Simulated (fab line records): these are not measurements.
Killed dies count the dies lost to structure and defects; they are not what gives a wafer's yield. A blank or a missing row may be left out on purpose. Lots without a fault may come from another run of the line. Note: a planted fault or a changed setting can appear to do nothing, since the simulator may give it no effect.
Comparing a struck lot with a sound one    flow n5Finfet    25 steps out of a route of 1938
Sound: these wafers, L489.1, L489.4, L489.5. Wafers L485.2, L485.4, L485.5 were the ones struck. The cause is given at the end.
For every step that has rows: the tool of each side, followed by ch and its chambers, followed by its first start. Under that, the readings that differ: sound wafers    struck wafers    difference of the means    sigmas: that difference in standard deviations of wafers without a fault.
alike: words and numbers the same on both sides, and readings whose means are apart by under 2 such deviations; not compared: readings that were withheld, readings missing a value for some wafer, numbers with overlapping values and no deviation given by the record, and bounds like >300 which may hide the same value.
A row with sigmas, a row that says differs or no value, or rows on one side alone: a step with any of these is where the two part. Numbers that have no deviation but don't overlap get no sigmas and don't part them. Lack of a reading on every wafer of one side parts them only where that side has two or more wafers.

first, 9 steps without rows for these wafers: N5_DUMMY_GATE_COAT_35 (time 60 s, resist thk 10 nm); N5_DUMMY_GATE_COAT_28 (time 60 s, resist thk 10 nm); N5_DUMMY_GATE_COAT_09 (resist thk 30 nm); N5_DUMMY_GATE_EBR_11; N5_DUMMY_GATE_SOFTBAKE_10 (time 60 s); N5_DUMMY_GATE_EXPOSE_12 (exposes mask GATE, target cd 25 nm); N5_DUMMY_GATE_PEB_13 (peb time 60 s); N5_DUMMY_GATE_DEVELOP_14 (develop time 30 s); N5_DUMMY_GATE_DESCUM_20 (chemistry O2, time 6.2 s).
N5_DUMMY_GATE_ETCH_29: etches underlayer in N2/H2, target depth 13 nm.
  sound on rieDiel-02 ch 0,3, day 8 18:39; struck on rieDiel-03 ch 0,1,3, day 7 15:28
  no value came back on the struck wafers for any of 7 readings (biasW (W), chamberPressureMTorr (mTorr) and others); on the sound wafers biasW (W) reads 149.8 149.8 149.7
reading                                         sound           struck          difference  sigmas
model.CAR-EUV_of_DUMMY_GATE_COAT_09.thkNm (nm)  18.6 18.8 18.6  26.4 26.4 26.4  +7.7        
  not compared: rfHoursCounterH
N5_DUMMY_GATE_ETCH_36: etches SiARC in CF4, target depth 13 nm.
  sound on rieDiel-02 ch 0,3, day 8 18:41; struck on rieDiel-03 ch 0,1,3, day 7 15:30
reading                                         sound           struck          difference  sigmas
oesProductAu (a.u.)                             0.84 0.87 0.83  0.26 0.28 0.29  -0.57       -7
model.CAR-EUV_of_DUMMY_GATE_COAT_09.thkNm (nm)  10.8 11.2 10.8  18.8 18.6 19.2  +7.9        
  alike: biasW, cf4FlowSccm, drypumpMotorCurrentA, rfVppV, showerheadPlenumPTorr, throttleValvePct
  not compared: rfHoursCounterH
then, 4 steps without rows for these wafers: N5_DUMMY_GATE_STRIP_38 (strips in N2/H2); N5_DUMMY_GATE_STRIP_39 (strips in N2/H2); N5_DUMMY_GATE_TRIM_49 (chemistry O2, time 29 s, target cd 14 nm); N5_DUMMY_GATE_STRIP_40 (strips in CF4).
N5_DUMMY_GATE_CD_MEAS_50 targets a cd of 14 nm.
  sound: cdSem-03 at day 8 18:59; struck: cdSem-03 at day 7 15:49
reading    sound           struck  difference                     sigmas
cdNm (nm)  13.7 12.7 13.2  - - -   no value on the struck wafers  
N5_DUMMY_GATE_ETCH_31: etches SiO2 in C4F6/O2, target depth 82.5 nm, time 27.5 s.
  sound on rieDiel-06 ch 0,1,2, day 8 19:04; struck on rieDiel-03 ch 0,3, day 7 16:00
reading              sound           struck          difference  sigmas
oesProductAu (a.u.)  0.77 0.99 0.72  0.29 0.25 0.29  -0.55       -7
  alike: C4F6_flow_sccm, O2_flow_sccm, drypumpMotorCurrentA, rfVppV, showerheadPlenumPTorr, throttleValvePct
  not compared: rfHoursCounterH
then, 1 step without rows for these wafers: N5_DUMMY_GATE_STRIP_41 (strips in O2).
N5_DUMMY_GATE_HM_OPEN_21: chemistry CH3F/O2, target SiNx, target depth 120 nm, time 171.4 s.
  sound on rieDiel-06 ch 0,1,2, day 8 19:09; struck on rieDiel-03 ch 0,3, day 7 16:05
reading              sound           struck          difference  sigmas
oesProductAu (a.u.)  0.78 0.99 0.72  0.29 0.26 0.30  -0.55       -7
  alike: drypumpMotorCurrentA, rfVppV, showerheadPlenumPTorr, throttleValvePct
  not compared: rfHoursCounterH
then, 2 steps without rows for these wafers: N5_DUMMY_GATE_ETCH_32 (etches SiO2 in CF4, target depth 3.5 nm, time 3.9 s); N5_DUMMY_GATE_ETCH_23 (etches poly-Si in HBr/Cl2/O2, target depth 41 nm, time 22.3 s).
N5_DUMMY_GATE_ETCH_44: etches poly-Si in HBr/O2, stops on SiO2, target depth 127.5 nm.
  sound on rieSi-05 ch 1,2,3, day 8 19:24; struck on rieSi-05 ch 0,3, day 7 16:20
reading              sound              struck             difference  sigmas
oesProductAu (a.u.)  0.731 0.739 0.702  0.374 0.383 0.380  -0.345      -29
  alike: HBr_flow_sccm, O2_flow_sccm, drypumpMotorCurrentA, throttleValvePct
  not compared: rfHoursCounterH
N5_DUMMY_GATE_CD_MEAS_24 targets a cd of 15 nm.
  sound: cdSem-01 at day 8 19:31; struck: cdSem-02 at day 7 16:27
reading    sound           struck  difference                     sigmas
cdNm (nm)  14.7 13.9 13.7  - - -   no value on the struck wafers  
N5_BEOL_M4_RC_MEAS_101:
  the record has rows for the sound wafers here (prober-02 ch 0, day 17 18:16) and none for the struck ones
-- here the record skips 13 days between the struck wafers' starts before and after, leaving off in module BEOL_M4 and picking up in module PASSIVATION (first step shown: number 1936 of the route) --
N5_PASSIVATION_PROBE_49:
  record: rows for the struck wafers here (prober-01, day 21 00:23), none for the sound ones

## WHERE THEY PART
Last at N5_PASSIVATION_PROBE_49 as far as this record goes, first at N5_DUMMY_GATE_ETCH_29.

WHY: the cause the simulator had injected
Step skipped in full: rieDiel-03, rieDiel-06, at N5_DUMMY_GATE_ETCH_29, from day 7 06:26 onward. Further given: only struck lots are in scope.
